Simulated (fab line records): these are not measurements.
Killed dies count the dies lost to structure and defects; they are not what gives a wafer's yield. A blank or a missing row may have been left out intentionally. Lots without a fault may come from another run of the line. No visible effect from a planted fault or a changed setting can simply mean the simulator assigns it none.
Which of the tools did it?	flow n5_finfet	Sampling: 12 lots, 30 wafers, 4 of 1938 route steps

WHAT THE GAUGES READ, wafer by wafer
N5_BEOL_M9_CD_MEAS_35: target cd 70 nm, target cd y 40 nm. Usual: cd_nm reads 70.2 nm (standard deviation 0.61).
lot	measured	on	cd_nm (nm)	flag
L203	day 9 18:23	cd_sem-03	70.5 69.9 70.8	
L202	day 10 05:46	cd_sem-03	71.4 71.4	
L204	day 10 05:50	cd_sem-02	70.2 70.0	
L205	day 10 22:08	cd_sem-02	70.4 70.6 71.4	
L209	day 11 15:34	cd_sem-02	70.2 70.8	
L211	day 12 15:35	cd_sem-01	71.2 69.8 69.5	
L212	day 12 16:00	cd_sem-01	70.3 70.5 70.9	
L216	day 13 04:14	cd_sem-02	70.0 70.1 70.7	
L223	day 15 09:08	cd_sem-03	70.0 70.0	
L222	day 15 09:41	cd_sem-01	71.5 71.3	
L224	day 15 15:05	cd_sem-02	70.4 69.8	
L225	day 15 17:33	cd_sem-01	70.7 70.6 70.5	

WHAT TOOL EACH LOT RAN ON (gives the tool, then ch and the chambers of the sampled wafers, and finally the start)
lot	N5_BEOL_M9_ETCH_76	N5_BEOL_M9_ETCH_66	N5_BEOL_M9_HM_STRIP_39
L203	rie_diel-04 ch 0,1, day 9 17:49	rie_diel-04 ch 0,1, day 9 17:52	wet_bench-04 ch 3,4,5, day 9 18:16
L202	rie_diel-05 ch 2,3, day 10 05:11	rie_diel-05 ch 2,3, day 10 05:14	wet_bench-02 ch 1,5, day 10 05:38
L204	rie_diel-04 ch 0,1, day 10 05:16	rie_diel-04 ch 0,1, day 10 05:19	wet_bench-05 ch 1,6, day 10 05:43
L205	rie_diel-05 ch 0,3, day 10 21:33	rie_diel-05 ch 0,3, day 10 21:36	wet_bench-04 ch 3,4,5, day 10 22:01
L209	rie_diel-05 ch 1,3, day 11 14:53	rie_diel-05 ch 1,3, day 11 14:56	wet_bench-02 ch 0,1, day 11 15:20
L211	rie_diel-01 ch 0,2,3, day 12 15:00	rie_diel-01 ch 0,2,3, day 12 15:02	wet_bench-04 ch 2,4,5, day 12 15:27
L212	rie_diel-01 ch 1,3, day 12 15:25	rie_diel-01 ch 1,3, day 12 15:28	wet_bench-04 ch 1,2,7, day 12 15:53
L216	rie_diel-01 ch 0,2,3, day 13 03:40	rie_diel-01 ch 0,2,3, day 13 03:43	wet_bench-04 ch 1,2,4, day 13 04:07
L223	rie_diel-05 ch 1,3, day 15 08:34	rie_diel-05 ch 1,3, day 15 08:39	wet_bench-05 ch 5,6, day 15 09:01
L222	rie_diel-01 ch 0,1, day 15 09:07	rie_diel-01 ch 0,1, day 15 09:10	wet_bench-02 ch 5,7, day 15 09:34
L224	rie_diel-01 ch 3, day 15 14:30	rie_diel-01 ch 3, day 15 14:33	wet_bench-05 ch 1,7, day 15 14:57
L225	rie_diel-05 ch 1,2,3, day 15 16:58	rie_diel-05 ch 1,2,3, day 15 17:01	wet_bench-02 ch 2,5,7, day 15 17:25
- N5_BEOL_M9_ETCH_76: etches underlayer in N2/H2, target depth 6.5 nm, time 5.2 s.
- N5_BEOL_M9_ETCH_66: etches SOC in N2/H2, target depth 80 nm, overetch 16 nm, time 120 s.
- N5_BEOL_M9_HM_STRIP_39: strips TiN in peroxide tin strip, target depth 25 nm, time 158 s.

WHAT THE TOOLS THEMSELVES READ (means of the sampled wafers that have a number; where no wafer has one, the mark that the record gives instead)
N5_BEOL_M9_ETCH_76. Usual: drypump_motor_current_A 5.8 A, standard deviation 0.53; etch_rf_on_time_s 5.20 s, standard deviation 0.14; oes_product_au 0.66 a.u., standard deviation 0.057; rf_vpp_V 524.0 V, standard deviation 2.6; showerhead_plenum_p_Torr 2.55 Torr, standard deviation 0.083; throttle_valve_pct 17.96 %, standard deviation 0.24.
lot	tool	drypump_motor_current_A (A)	etch_rf_on_time_s (s)	oes_product_au (a.u.)	rf_vpp_V (V)	showerhead_plenum_p_Torr (Torr)	throttle_valve_pct (%)	flag
L203	rie_diel-04	5.9	5.27	0.63	524.4	2.59	18.08	
L202	rie_diel-05	5.8	5.23	0.65	523.8	2.54	18.00	
L204	rie_diel-04	6.0	5.23	0.61	525.8	2.59	18.11	
L205	rie_diel-05	5.9	5.18	0.66	525.6	2.63	17.81	
L209	rie_diel-05	6.0	5.30	0.64	523.3	2.49	18.19	
L211	rie_diel-01	5.8	5.10	0.72	526.2	2.58	17.90	
L212	rie_diel-01	5.3	4.90	0.72	525.0	2.57	17.86	
L216	rie_diel-01	5.8	5.13	0.71	524.5	2.58	17.92	
L223	rie_diel-05	6.0	5.31	0.62	522.6	2.47	18.23	
L222	rie_diel-01	6.1	5.15	0.68	527.2	2.63	17.73	
L224	rie_diel-01	5.2	4.91	0.69	523.8	2.55	18.06	
L225	rie_diel-05	5.8	5.31	0.60	522.3	2.49	18.11	

N5_BEOL_M9_ETCH_66. Usual: drypump_motor_current_A 5.8 A, standard deviation 0.53; oes_product_au 0.59 a.u., standard deviation 0.047; rf_vpp_V 523.9 V, standard deviation 2.3; showerhead_plenum_p_Torr 2.55 Torr, standard deviation 0.083; throttle_valve_pct 17.92 %, standard deviation 0.24.
lot	tool	drypump_motor_current_A (A)	oes_product_au (a.u.)	rf_vpp_V (V)	showerhead_plenum_p_Torr (Torr)	throttle_valve_pct (%)	flag
L203	rie_diel-04	5.9	0.57	525.1	2.59	18.04	
L202	rie_diel-05	5.8	0.58	524.0	2.54	17.97	
L204	rie_diel-04	6.0	0.56	524.8	2.59	18.06	
L205	rie_diel-05	5.9	0.60	526.1	2.63	17.77	
L209	rie_diel-05	6.0	0.58	522.4	2.49	18.16	
L211	rie_diel-01	5.8	0.64	524.5	2.58	17.86	
L212	rie_diel-01	5.3	0.62	524.0	2.57	17.82	
L216	rie_diel-01	5.7	0.64	524.4	2.58	17.86	
L223	rie_diel-05	6.0	0.56	522.6	2.47	18.20	
L222	rie_diel-01	6.1	0.62	526.3	2.63	17.69	
L224	rie_diel-01	5.2	0.60	525.0	2.55	18.02	
L225	rie_diel-05	5.8	0.55	522.4	2.49	18.09	

N5_BEOL_M9_HM_STRIP_39. Usual: bath_guard_temp_C 50.0 C, standard deviation 0.49; run_length_s 164.7 s, standard deviation 2.8.
lot	tool	bath_guard_temp_C (C)	run_length_s (s)	flag
L203	wet_bench-04	50.0	163.8	
L202	wet_bench-02	50.7	165.5	
L204	wet_bench-05	49.7	163.5	
L205	wet_bench-04	50.0	163.4	
L209	wet_bench-02	51.0	171.9	
L211	wet_bench-04	50.1	163.5	
L212	wet_bench-04	49.9	187.6	OFF
L216	wet_bench-04	50.2	187.7	OFF
L223	wet_bench-05	49.5	163.3	
L222	wet_bench-02	50.5	164.4	
L224	wet_bench-05	50.0	163.4	
L225	wet_bench-02	50.2	164.6	

THE ANSWER, worked out from the rows above alone
Rule: lot off if the mean of its wafers having a number is beyond 3 standard deviations from the usual mean. A lot without any number at a reading at which 4 lots or more have one is off too. All remaining lots with rows at the step are treated as sound. First the gauges in route order, then the tools' own readings, where a lot's mean is used as printed above. At the first step where some lot is off, the reading lying furthest off is the one used; lots without a number count as furthest.
Off: L212, L216 (N5_BEOL_M9_HM_STRIP_39, run_length_s).
A tool fits if, at that step or a process step before it, it ran every lot that is off, and no sound lot after the first of them. One fits: wet_bench-04 at N5_BEOL_M9_HM_STRIP_39. Its last sound lot is L211 (day 12 15:27), its first lot that is off L212 (day 12 15:53): a fault that began between those two fits.
The tool's own readings at N5_BEOL_M9_HM_STRIP_39 bear it out: on the lots that are off they differ by more than 5 times the standard deviation of the sound lots' means. run_length_s reads 187.6 s there against 164.7 s on the sound lots.

WHAT WAS PUT IN BY THE SIMULATOR
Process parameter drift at N5_BEOL_M9_HM_STRIP_39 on wet_bench-04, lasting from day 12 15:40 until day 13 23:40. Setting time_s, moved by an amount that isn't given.
Shown lots that were struck: L212, L216. The rule above reached the same finding.
